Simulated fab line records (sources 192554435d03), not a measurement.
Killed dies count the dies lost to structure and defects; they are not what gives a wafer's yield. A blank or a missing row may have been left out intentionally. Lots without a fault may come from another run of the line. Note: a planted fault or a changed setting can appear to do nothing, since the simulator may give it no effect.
What tool caused it? :: flow n5Finfet :: Sampling: 10 lots, 30 wafers, 4 of 1938 route steps

== WHAT THE GAUGES READ, wafer by wafer ==
N5_BEOL_M5_THK_MEAS_01.
lot: L262
measured: day 9 05:46
on: filmMetro-01
M5_ILD_THK (nm): 121.1 122.6 123.2

lot: L265
measured: day 9 10:38
on: filmMetro-02
M5_ILD_THK (nm): 120.5 122.1 121.6

lot: L266
measured: day 10 12:33
on: filmMetro-02
M5_ILD_THK (nm): 118.0 120.6 119.6

lot: L268
measured: day 11 16:19
on: filmMetro-02
M5_ILD_THK (nm): 121.1 120.8 124.4

lot: L271
measured: day 11 16:28
on: filmMetro-02
M5_ILD_THK (nm): 119.4 118.1 232.5

lot: L270
measured: day 12 20:43
on: filmMetro-01
M5_ILD_THK (nm): 119.0 234.0 234.7

lot: L278
measured: day 14 21:42
on: filmMetro-02
M5_ILD_THK (nm): 119.8 121.2 122.0

lot: L280
measured: day 15 00:04
on: filmMetro-01
M5_ILD_THK (nm): 120.4 119.6 119.8

lot: L283
measured: day 15 16:56
on: filmMetro-02
M5_ILD_THK (nm): 120.2 119.4 121.7

lot: L282
measured: day 15 23:51
on: filmMetro-01
M5_ILD_THK (nm): 118.3 118.8 122.5

== TOOL THAT RAN EACH LOT (tool first, then ch and the chambers of the sampled wafers, then the start) ==
lot: L262
N5_BEOL_M4_ANNEAL_89: pvdSputter-02, day 9 02:19
N5_BEOL_M4_DEP_57: pecvd-01 ch 0,1,2, day 9 04:06
N5_BEOL_M5_ILD_DEP_00: pecvd-04 ch 1,2, day 9 05:11

lot: L265
N5_BEOL_M4_ANNEAL_89: pvdSputter-01, day 9 07:11
N5_BEOL_M4_DEP_57: pecvd-03 ch 0,1,2, day 9 08:58
N5_BEOL_M5_ILD_DEP_00: pecvd-04 ch 0,1, day 9 10:03

lot: L266
N5_BEOL_M4_ANNEAL_89: pvdSputter-01, day 10 00:35
N5_BEOL_M4_DEP_57: pecvd-03 ch 0,1, day 10 10:23
N5_BEOL_M5_ILD_DEP_00: pecvd-01 ch 0,1, day 10 11:29

lot: L268
N5_BEOL_M4_ANNEAL_89: pvdSputter-01, day 11 12:45
N5_BEOL_M4_DEP_57: pecvd-03 ch 0,1,2, day 11 14:32
N5_BEOL_M5_ILD_DEP_00: pecvd-02 ch 0,1,2, day 11 15:37

lot: L271
N5_BEOL_M4_ANNEAL_89: pvdSputter-03, day 11 12:47
N5_BEOL_M4_DEP_57: pecvd-01 ch 0,1, day 11 14:35
N5_BEOL_M5_ILD_DEP_00: pecvd-04 ch 0,1,2, day 11 15:40

lot: L270
N5_BEOL_M4_ANNEAL_89: pvdSputter-02, day 12 17:01
N5_BEOL_M4_DEP_57: pecvd-01 ch 0,2, day 12 19:04
N5_BEOL_M5_ILD_DEP_00: pecvd-04 ch 0,1,2, day 12 20:09

lot: L278
N5_BEOL_M4_ANNEAL_89: pvdSputter-01, day 14 17:54
N5_BEOL_M4_DEP_57: pecvd-02 ch 0,1, day 14 20:02
N5_BEOL_M5_ILD_DEP_00: pecvd-02 ch 0,1,2, day 14 21:07

lot: L280
N5_BEOL_M4_ANNEAL_89: pvdSputter-02, day 14 20:34
N5_BEOL_M4_DEP_57: pecvd-01 ch 0,1,2, day 14 22:24
N5_BEOL_M5_ILD_DEP_00: pecvd-01 ch 0,1,2, day 14 23:29

lot: L283
N5_BEOL_M4_ANNEAL_89: pvdSputter-01, day 15 13:27
N5_BEOL_M4_DEP_57: pecvd-02 ch 0,1,2, day 15 15:17
N5_BEOL_M5_ILD_DEP_00: pecvd-04 ch 1,2, day 15 16:22

lot: L282
N5_BEOL_M4_ANNEAL_89: pvdSputter-01, day 15 20:19
N5_BEOL_M4_DEP_57: pecvd-01 ch 0,1,2, day 15 22:12
N5_BEOL_M5_ILD_DEP_00: pecvd-01 ch 0,1, day 15 23:17
- N5_BEOL_M4_ANNEAL_89: time 240 s.
- N5_BEOL_M4_DEP_57: deposits SiCN from 3MS/NH3, target thk 8 nm, time 14 s.
- N5_BEOL_M5_ILD_DEP_00: deposits SiCOH lowk from DEMS/porogen, target thk 140.64 nm, time 25.9 s.

== THE ANSWER, worked out from the rows above alone ==
Rule: what is usual is taken from the lots themselves. The widest of any qualifying gaps counts: lots, ordered by their means at a reading, are off when they make up no more than a third of the lots, leave a main group of 4 or more, and stand apart from it by 3 or more times the standard deviation of that group's means. Not used: any main group whose means are identical at the precision the tables above print for the reading. A lot without any number at a reading at which 4 lots or more have one is off too. Where the step has rows for the other lots, those lots are counted as sound.
Off: at N5_BEOL_M5_THK_MEAS_01 (M5_ILD_THK), L271, L270. Mean 120.8 nm and standard deviation 1 in the main group.
A tool fits if, at a process step before that reading, it ran every lot that is off, and no sound lot after the first of them. Gauges at N5_BEOL_M5_THK_MEAS_01: tried the same way as those tools. Not one of the candidates tried fits.

== WHAT THE SIMULATOR PUT IN ==
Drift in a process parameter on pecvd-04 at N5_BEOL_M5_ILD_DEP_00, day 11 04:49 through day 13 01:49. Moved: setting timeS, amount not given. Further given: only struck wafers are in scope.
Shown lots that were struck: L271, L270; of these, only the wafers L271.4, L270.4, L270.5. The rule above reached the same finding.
